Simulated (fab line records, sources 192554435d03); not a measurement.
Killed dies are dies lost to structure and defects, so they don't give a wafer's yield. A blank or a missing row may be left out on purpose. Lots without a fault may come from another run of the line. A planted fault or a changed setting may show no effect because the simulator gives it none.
fab line records | flow n5_finfet
record lots=5 wafers=15 last_day=18
route steps=1938 shown BEOL_M7@1293
lots that met no fault: from a run of the same line without faults
start_h: hours from the record's first day to the start of the lot's first wafer shown | wait_h: hours since the lot's step before | " the same as in the row above | L1.1+2: a row that stands for several wafers | - no value, or no start given | * or withheld: withheld | < > ~ a bound
route shown NAME@n: a module of which the file shows steps, and the number in the route of the first | usual: mean/standard deviation of fault-free wafers | same: alike in all rows | chamber/n: place in a boat | sites: the reading at each site | _std_site: their standard deviation | _edge_site: outer sites' mean less inner sites' | radius_mm: how far each site lies from the wafer's centre | mask NAME#n: copy n | behind: the tool/chamber that last shaped the wafer | hold: why the lot was held/for how many hours/how that ended | device: the transistor (n, p or np) that didn't switch | end of line: the same wafers' tests at the end of the route | a step without rows: its recipe alone | killed: dies lost to structure and defects at the first sort, not the wafer's yield | map: a wafer's dies, x killed, . not, _ none there
set.NAME: the setting as run; set.NAME@STEP: as run at that earlier step | model.NAME: the simulator's own value behind a step, which no gauge read
lots at some steps of the route; a table a step, a row a wafer
services: from which hour (start_h, from the record's first day; less than 0 if before it) a tool's chamber was out of use, for how many hours, and why
## steps
# step N5_BEOL_M7_EXPOSE_25
# recipe mask_id=V6 na=0.33 source_shape=annular sigma_inner=0.4 sigma_outer=0.8 polarization=unpolarized target_cd_nm=40 dose_mj=42.5
# step N5_BEOL_M7_PEB_26
# recipe peb_temp_c=100 peb_time_s=60 resist=CAR-EUV
# step N5_BEOL_M7_DEVELOP_27
# recipe develop_time_s=30 developer=TMAH resist=CAR-EUV rinse_liquid=surfactant_rinse dry=air_spin dev_temp_c=23
# step N5_BEOL_M7_CD_MEAS_28
# recipe target_cd_nm=40 landing_energy_ev=500 detector=se_inlens
# usual cd_nm=39.98/0.25
# columns lot.wafer tool chamber start_h wait_h cd_nm
L643.2 cd_sem-01 0 212.08 - 40.26
L643.4 " 0 " " 40.30
L643.5 " 0 " " 40.00
L648.1 cd_sem-01 0 244.14 - 40.09
L648.4 " 0 " " 39.71
L648.6 " 0 " " 40.16
L653.2 cd_sem-02 0 284.56 - 39.67
L653.4 " 0 " " 39.92
L653.5 " 0 " " 39.88
L661.3 cd_sem-03 0 345.20 - 39.57
L661.4 " 0 " " 40.08
L661.6 " 0 " " 39.90
L664.1 cd_sem-01 0 353.89 - 40.14
L664.3 " 0 " " 40.41
L664.6 " 0 " " 40.01
# step N5_BEOL_M7_OVL_MEAS_29
# recipe points_per_wafer=522
# usual V6_OVL=0.0/0.65
# same points_per_wafer=522
# columns lot.wafer tool chamber start_h wait_h V6_OVL[nm]
L643.2 overlay-01 0 212.11 0.0 0.5
L643.4 " 0 " " 0.5
L643.5 " 0 " " 0.0
L648.1 overlay-02 0 244.17 0.0 0.1
L648.4 " 0 " " -0.8
L648.6 " 0 " " 0.3
L653.2 overlay-01 0 284.59 0.0 1.1
L653.4 " 0 " " -0.1
L653.5 " 0 " " -0.3
L661.3 overlay-01 0 345.24 0.0 -0.7
L661.4 " 0 " " -0.9
L661.6 " 0 " " -0.3
L664.1 overlay-02 0 353.92 0.0 -0.7
L664.3 " 0 " " 0.8
L664.6 " 0 " " 0.8
# step N5_BEOL_M7_INSPECT_30
# recipe mode=adi inspect_instrument=brightfield
# usual raw_defect_count=417/99
# columns lot.wafer tool chamber start_h wait_h raw_defect_count
L643.2 defect_inspect-01 - 212.17 0.0 247
L643.4 " - " " 277
L643.5 " - " " 295
L648.1 defect_inspect-01 - 244.24 0.1 369
L648.4 " - " " 420
L648.6 " - " " 454
L653.2 defect_inspect-02 - 284.64 0.0 357
L653.4 " - " " 541
L653.5 " - " " 442
L661.3 defect_inspect-02 - 345.29 0.0 415
L661.4 " - " " 338
L661.6 " - " " 269
L664.1 defect_inspect-02 - 353.97 0.1 423
L664.3 " - " " 437
L664.6 " - " " 379
# step N5_BEOL_M7_DESCUM_33
# recipe chemistry=O2 time_s=7 source_power_w=50 bias_power_w=20 pressure_mtorr=20 rf_frequency_hz=2.712e+07 temp_c=40 resist=CAR-EUV o2_flow_sccm=225
# usual drypump_motor_current_A=5.8/0.35 oes_product_au=0.81/0.092 rf_vpp_V=243.8/1.5 showerhead_plenum_p_Torr=2.13/0.079 temp_c=39.99/0.11 throttle_valve_pct=20.44/0.24
# columns lot.wafer tool chamber start_h wait_h drypump_motor_current_A oes_product_au rf_hours_counter_h rf_vpp_V showerhead_plenum_p_Torr temp_c throttle_valve_pct
L643.2 rie_diel-04 0 212.36 0.2 6.3 0.67 267 240.5 1.98 39.90 20.89
L643.4 " 0 " " 6.3 0.67 - 240.9 1.98 40.05 20.88
L643.5 " 3 " " 5.4 0.82 - 243.1 2.12 40.18 20.15
L648.1 rie_diel-04 1 244.90 0.7 5.8 0.66 266 241.3 2.04 40.06 20.63
L648.4 " 1 " " 5.8 0.66 - 242.0 2.04 39.97 20.63
L648.6 " 2 " " 5.4 0.76 - 243.2 2.21 39.92 20.68
L653.2 rie_diel-04 1 284.68 0.0 5.8 0.97 3 243.3 2.04 40.09 20.15
L653.4 " 0 " " 6.3 0.97 10 246.2 2.25 39.86 20.52
L653.5 " 2 " " 5.4 0.75 - 246.0 2.21 40.01 20.71
L661.3 rie_diel-04 3 345.41 0.1 5.4 0.80 112 243.3 2.11 40.04 20.20
L661.4 " 2 " " 5.4 0.73 163 246.0 2.20 40.02 20.75
L661.6 " 1 " " 5.8 0.93 - 242.9 2.04 40.19 20.18
L664.1 rie_diel-06 0 354.32 0.3 5.9 0.82 82 245.1 2.13 40.11 20.20
L664.3 " 2 " " 6.0 0.70 187 243.6 2.19 39.79 20.37
L664.6 " 1 " " 6.0 0.88 - 246.2 2.19 39.96 20.20
# step N5_BEOL_M7_ETCH_72
# recipe chemistry=N2/H2 target=underlayer target_depth_a=65 mask_material=CAR-EUV time_s=5.2 ion_energy_ev=200 pressure_mtorr=30 source_w=840 bias_w=150 n2_flow_sccm=200 h2_flow_sccm=200 ends=cleared
# usual bias_w=150.0/0.48 drypump_motor_current_A=5.8/0.36 etch_rf_on_time_s=5.18/0.18 oes_product_au=0.70/0.08 rf_vpp_V=525.0/2.8 showerhead_plenum_p_Torr=2.59/0.088 throttle_valve_pct=17.88/0.23
# columns lot.wafer tool chamber start_h wait_h bias_w drypump_motor_current_A etch_rf_on_time_s oes_product_au rf_hours_counter_h rf_vpp_V showerhead_plenum_p_Torr throttle_valve_pct
L643.2 rie_diel-04 0 212.40 0.0 150.4 6.3 5.27 0.58 267 518.1 2.40 18.27
L643.4 " 0 " " 149.6 6.3 5.34 0.57 - 519.7 2.40 18.26
L643.5 " 3 " " 150.5 5.4 4.94 0.71 - 525.4 2.59 17.71
L648.1 rie_diel-04 1 244.93 0.0 149.2 5.8 5.26 0.56 266 521.7 2.51 18.19
L648.4 " 1 " " 150.1 5.8 5.29 0.56 - 523.8 2.51 18.22
L648.6 " 2 " " 150.4 5.4 5.22 0.64 - 526.8 2.67 17.95
L653.2 rie_diel-04 1 284.71 0.0 149.3 5.8 5.10 0.84 3 521.3 2.50 17.69
L653.4 " 0 " " 150.2 6.4 5.03 0.81 10 525.5 2.72 17.83
L653.5 " 2 " " 149.1 5.4 5.19 0.64 - 526.4 2.66 17.98
L661.3 rie_diel-04 3 345.44 0.0 150.3 5.4 4.99 0.67 112 526.2 2.57 17.80
L661.4 " 2 " " 150.2 5.4 5.20 0.63 163 526.6 2.66 18.01
L661.6 " 1 " " 150.3 5.8 5.11 0.80 - 522.1 2.50 17.71
L664.1 rie_diel-06 0 354.36 0.0 149.8 5.9 4.93 0.71 82 526.8 2.57 17.45
L664.3 " 2 " " 149.5 5.9 5.47 0.58 187 528.2 2.64 17.69
L664.6 " 1 " " 149.6 6.0 5.14 0.76 - 529.3 2.69 17.76
# step N5_BEOL_M7_ETCH_65
# recipe chemistry=CF4 target=SiARC target_depth_a=156 mask_material=CAR-EUV time_s=26 ion_energy_ev=80 pressure_mtorr=40 source_w=545 bias_w=36 Ar_flow_sccm=100 cf4_flow_sccm=100 ends=cleared
# usual bias_w=36.01/0.11 drypump_motor_current_A=5.8/0.35 etch_rf_on_time_s=26.0/0.85 oes_product_au=0.70/0.079 rf_vpp_V=184.4/1.1 showerhead_plenum_p_Torr=2.18/0.071 throttle_valve_pct=15.59/0.22
# columns lot.wafer tool chamber start_h wait_h bias_w drypump_motor_current_A etch_rf_on_time_s oes_product_au rf_hours_counter_h rf_vpp_V showerhead_plenum_p_Torr throttle_valve_pct
L643.2 rie_diel-04 0 212.42 0.0 36.12 6.3 27.0 0.57 267 182.8 2.01 15.96
L643.4 " 0 " " 36.09 6.3 27.1 0.57 - 183.2 2.01 15.96
L643.5 " 3 " " 35.97 5.4 25.0 0.72 - 183.2 2.18 15.34
L648.1 rie_diel-04 1 244.95 0.0 36.01 5.8 25.8 0.56 266 183.0 2.11 15.94
L648.4 " 1 " " 36.12 5.8 26.1 0.57 - 183.4 2.11 15.91
L648.6 " 2 " " 36.29 5.4 25.5 0.66 - 185.5 2.25 15.78
L653.2 rie_diel-04 1 284.73 0.0 35.95 5.8 25.4 0.84 3 183.2 2.11 15.38
L653.4 " 0 " " 35.92 6.3 25.5 0.81 10 185.4 2.27 15.46
L653.5 " 2 " " 36.09 5.4 25.7 0.64 - 186.3 2.25 15.80
L661.3 rie_diel-04 3 345.46 0.0 35.94 5.4 24.8 0.68 112 182.8 2.17 15.43
L661.4 " 2 " " 36.27 5.4 25.7 0.63 163 186.1 2.24 15.84
L661.6 " 1 " " 36.05 5.8 25.4 0.80 - 181.7 2.11 15.42
L664.1 rie_diel-06 0 354.37 0.0 35.67 5.8 24.9 0.72 82 184.3 2.18 15.37
L664.3 " 2 " " 35.95 5.9 27.3 0.59 187 184.2 2.21 15.42
L664.6 " 1 " " 36.00 6.0 25.9 0.77 - 184.9 2.26 15.50
# step N5_BEOL_M7_ETCH_66
# recipe chemistry=N2/H2 target=SOC target_depth_a=800 overetch_a=160 mask_material=SiARC temp_c=40 time_s=120 ion_energy_ev=200 pressure_mtorr=30 source_w=840 bias_w=150 n2_flow_sccm=200 h2_flow_sccm=200
# usual bias_w=150.0/0.43 drypump_motor_current_A=5.8/0.35 oes_product_au=0.62/0.067 rf_vpp_V=525.0/2.5 run_length_s=142.9/0.43 showerhead_plenum_p_Torr=2.59/0.088 temp_c=40.01/0.12 throttle_valve_pct=17.84/0.23
# columns lot.wafer tool chamber start_h wait_h bias_w drypump_motor_current_A oes_product_au rf_hours_counter_h rf_vpp_V run_length_s showerhead_plenum_p_Torr temp_c throttle_valve_pct
L643.2 rie_diel-04 0 212.44 0.0 149.8 6.3 0.52 267 520.1 142.7 2.40 40.04 18.22
L643.4 " 0 " " 149.5 6.3 0.53 - 518.5 142.5 2.40 39.77 18.22
L643.5 " 3 " " 150.0 5.4 0.62 - 524.7 142.9 2.59 40.02 17.65
L648.1 rie_diel-04 1 244.98 0.0 150.4 5.8 0.51 266 522.2 143.2 2.51 40.00 18.17
L648.4 " 1 " " 150.4 5.8 0.51 - 522.2 143.3 2.51 39.87 18.16
L648.6 " 2 " " 149.6 5.4 0.58 - 527.8 142.6 2.67 40.22 17.92
L653.2 rie_diel-04 1 284.76 0.0 150.0 5.9 0.75 3 521.6 143.2 2.50 39.66 17.67
L653.4 " 0 " " 150.4 6.3 0.72 10 529.4 143.0 2.72 39.96 17.77
L653.5 " 2 " " 150.1 5.4 0.58 - 527.7 142.4 2.66 39.83 17.94
L661.3 rie_diel-04 3 345.49 0.0 150.2 5.5 0.60 112 523.6 142.4 2.57 39.85 17.72
L661.4 " 2 " " 150.2 5.4 0.57 163 526.6 142.4 2.66 40.07 17.96
L661.6 " 1 " " 149.8 5.8 0.71 - 523.2 143.1 2.50 39.94 17.68
L664.1 rie_diel-06 0 354.40 0.0 149.5 5.9 0.63 82 524.9 143.8 2.57 39.90 17.44
L664.3 " 2 " " 149.8 5.9 0.55 187 526.7 142.6 2.64 40.01 17.68
L664.6 " 1 " " 150.0 5.9 0.69 - 529.4 143.1 2.69 39.98 17.71
# step N5_BEOL_M7_STRIP_69
# recipe chemistry=N2/H2 temp_c=40 n2_flow_sccm=200 h2_flow_sccm=200 rf_frequency_hz=6e+07
# step N5_BEOL_M7_STRIP_73
# recipe chemistry=N2/H2 temp_c=40 n2_flow_sccm=200 h2_flow_sccm=200 rf_frequency_hz=6e+07
# step N5_BEOL_M7_VIA_ETCH_34
# recipe chemistry=C4F6/O2 target=SiCOH_lowk target_depth_a=1255 mask_material=SOC taper_deg=4 time_s=50.5 ion_energy_ev=250 pressure_mtorr=30 source_w=345 bias_w=185 Ar_flow_sccm=300 C4F6_flow_sccm=10 O2_flow_sccm=10
# usual O2_flow_sccm=10.00/0.031 bias_w=184.9/0.54 drypump_motor_current_A=5.8/0.36 oes_product_au=0.81/0.093 rf_vpp_V=670/14 run_length_s=73.5/0.44 showerhead_plenum_p_Torr=2.90/0.09 throttle_valve_pct=20.92/0.22
# columns lot.wafer tool chamber start_h wait_h O2_flow_sccm bias_w drypump_motor_current_A oes_product_au rf_hours_counter_h rf_vpp_V run_length_s showerhead_plenum_p_Torr throttle_valve_pct model.etch.depth_nm model.SOC_of_BEOL_M7_COAT_63.thk_nm
L643.2 rie_diel-04 0 212.55 0.0 10.04 185.3 6.3 0.66 267 678 73.4 2.68 21.19 120.4 54
L643.4 " 0 " " 9.99 186.0 6.3 0.66 - 678 73.1 2.68 21.20 119.8 53.8
L643.5 " 3 " " 10.02 185.0 5.4 0.83 - 665 73.4 2.90 20.70 128.7 53.6
L648.1 rie_diel-04 1 245.08 0.0 10.02 185.5 5.8 0.66 266 649 73.9 2.82 21.23 122.7 54.4
L648.4 " 1 " " 10.02 185.0 5.8 0.66 - 650 73.8 2.82 21.24 123.5 54.4
L648.6 " 2 " " 9.97 183.9 5.4 0.77 - 690 73.1 2.99 21.08 127.1 53.8
L653.2 rie_diel-04 1 284.86 0.0 9.95 184.8 5.8 0.99 3 650 74.0 2.81 20.81 127.6 54.2
L653.4 " 0 " " 10.01 184.7 6.3 0.96 10 690 73.0 3.02 20.81 131.6 53.8
L653.5 " 2 " " 9.97 185.4 5.4 0.76 - 690 73.4 2.98 21.11 128 54
L661.3 rie_diel-04 3 345.59 0.0 9.96 185.6 5.4 0.79 112 666 77.9 2.89 20.76 141.6 53
L661.4 " 2 " " 10.03 185.5 5.3 0.74 163 688 73.2 2.97 21.12 125.3 53.8
L661.6 " 1 " " 10.03 184.9 5.8 0.93 - 649 78.9 2.81 20.83 138.3 53.4
L664.1 rie_diel-06 0 354.50 0.0 10.04 184.1 5.9 0.83 82 663 74.4 2.89 20.66 128.5 54
L664.3 " 2 " " 9.98 184.6 5.9 0.70 187 667 73.9 2.93 20.58 119.8 54.6
L664.6 " 1 " " 10.01 185.3 6.0 0.89 - 675 74.0 3.00 20.76 125.4 54.2
# step N5_BEOL_M7_STRIP_76
# recipe chemistry=C4F6/O2 resist=SiARC rf_frequency_hz=6e+07
## services
# columns tool chamber start_h hours kind
rie_diel-04 0 228.92 - clean
rie_diel-04 0 228.92 - consumable_replace:focus_ring
rie_diel-04 0 228.92 - consumable_replace:showerhead
rie_diel-04 0 228.92 27.6 scheduled_down
rie_diel-04 0 228.92 27.6 vent_cycle
rie_diel-04 1 256.49 - clean
rie_diel-04 1 256.49 - consumable_replace:focus_ring
rie_diel-04 1 256.49 17.6 scheduled_down
rie_diel-04 1 256.49 17.6 vent_cycle
rie_diel-06 1 256.96 4.2 repair
rie_diel-06 - 301.29 2.1 repair
## key
first_sign step=N5_BEOL_M7_VIA_ETCH_34 reading=run_length_s direction=up sigmas=11 usual=* struck=*
effect none on later readings
model_effect step=N5_BEOL_M7_VIA_ETCH_34 value=etch.depth_nm without=127.4 struck=139.9
met_at N5_BEOL_M7_VIA_ETCH_34
struck_wafers L661.3,L661.6
onset_between 284.86 345.59
fault kind=process_parameter_drift tool=rie_diel-04 chamber=- onset_h=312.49 steps=N5_BEOL_M7_VIA_ETCH_34 channel=time_s offset=* shape=step end_h=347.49 scope=struck_wafers_only acts_in=* stated=*
